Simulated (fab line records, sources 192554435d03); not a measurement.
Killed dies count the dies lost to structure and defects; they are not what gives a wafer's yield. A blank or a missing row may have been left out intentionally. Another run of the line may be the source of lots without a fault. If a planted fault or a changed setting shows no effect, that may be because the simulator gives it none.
Matching of chambers | flow n5Finfet | N5_MOL_CONTACT_COAG_CMP_23 on cmp-04: 4 sister chambers
The step polishes, stops on SiO2, t overpolish 1.5 s, target thk 0 nm. 24 wafers are shown with their chamber, then 12 later ones without.

## WAFERS, EACH WITH ITS CHAMBER
wafer  | chamber | motorCurrentA (A) | overpolishRunS (s) | edgeZonePressureFrac
L075.1 | 0       | 7.5               | 1.485              | 1.002
L075.4 | 3       | 8.6               | 1.495              | 1.005
L075.5 | 2       | 8.8               | 1.501              | 1.006
L074.1 | 0       | 7.9               | 1.502              | 0.996
L074.3 | 2       | 9.0               | 1.517              | 0.997
L074.6 | 1       | 8.1               | 1.505              | 1.002
L077.3 | 1       | 8.2               | 1.486              | 1.000
L077.4 | 3       | 8.6               | 1.512              | 1.001
L077.6 | 3       | 8.1               | 1.512              | 1.005
L078.1 | 0       | 7.7               | 1.502              | 0.993
L078.3 | 3       | 8.2               | 1.502              | 1.000
L078.5 | 1       | 7.9               | 1.489              | 1.002
L079.1 | 2       | 8.4               | 1.488              | 0.999
L079.5 | 1       | 8.2               | 1.517              | 1.007
L079.6 | 2       | 8.5               | 1.500              | 0.995
L080.1 | 1       | 8.4               | 1.488              | 0.994
L080.4 | 3       | 8.0               | 1.487              | 0.998
L080.6 | 1       | 8.2               | 1.505              | 0.993
L082.2 | 0       | 7.6               | 1.493              | 1.005
L082.3 | 3       | 8.7               | 1.516              | 1.011
L082.6 | 3       | 8.4               | 1.496              | 1.003
L087.2 | 3       | 8.4               | 1.525              | 1.000
L087.3 | 0       | 7.9               | 1.495              | 0.992
L087.6 | 3       | 8.5               | 1.505              | 0.997

SIGNATURES (averages over the wafers above)
reading              | chamber 0 | chamber 1 | chamber 2 | chamber 3 | scatter within a chamber
motorCurrentA        | 7.720     | 8.167     | 8.675     | 8.389     | 0.219
overpolishRunS       | 1.49540   | 1.49833   | 1.50150   | 1.50556   | 0.0113
edgeZonePressureFrac | 0.99760   | 0.99967   | 0.99925   | 1.00222   | 0.00494
Rule: for each reading, subtract the chamber's mean from the wafer's reading, divide by that reading's scatter and square the result; add these up over the readings and take the root, which gives the wafer's distance from the chamber. If the next closest chamber is less than 2 further off than the closest, the wafer can't be placed; otherwise it belongs to the closest. How the scatter is found: for the shown wafers, subtract from each reading the mean of its chamber, square and add these, divide the total by (wafers less chambers), then take the root.

## WAFERS WITH NO CHAMBER GIVEN
wafer  | motorCurrentA (A) | overpolishRunS (s) | edgeZonePressureFrac
L088.1 | 8.4               | 1.501              | 0.994
L088.3 | 7.2               | 1.503              | 0.993
L088.4 | 9.0               | 1.501              | 1.001
L089.3 | 7.8               | 1.496              | 1.000
L089.5 | 8.4               | 1.486              | 1.002
L089.6 | 8.4               | 1.490              | 1.002
L095.1 | 8.2               | 1.501              | 1.017
L095.2 | 8.6               | 1.500              | 1.009
L095.4 | 8.4               | 1.488              | 1.006
L096.2 | 8.1               | 1.507              | 0.998
L096.4 | 7.9               | 1.512              | 1.004
L096.5 | 8.2               | 1.497              | 1.004

## THE CHAMBER EACH PASSED THROUGH
wafer  | from the rows above               | in truth
L088.1 | can't be placed: 1 or 2 or 3 or 0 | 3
L088.3 | can't be placed: 0 or 1           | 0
L088.4 | can't be placed: 2 or 3           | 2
L089.3 | can't be placed: 0 or 1           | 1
L089.5 | can't be placed: 1 or 3 or 2 or 0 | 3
L089.6 | can't be placed: 1 or 3 or 2 or 0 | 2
L095.1 | can't be placed: 3 or 1 or 2 or 0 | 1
L095.2 | can't be placed: 3 or 2 or 1      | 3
L095.4 | can't be placed: 3 or 1 or 2 or 0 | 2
L096.2 | can't be placed: 1 or 3 or 0 or 2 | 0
L096.4 | can't be placed: 1 or 0 or 3 or 2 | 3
L096.5 | can't be placed: 1 or 3 or 2 or 0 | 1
Placed correctly: 0 of 12. Not placeable from these rows: 12 (in 12, the candidates include the true chamber). Number placed wrongly: 0.
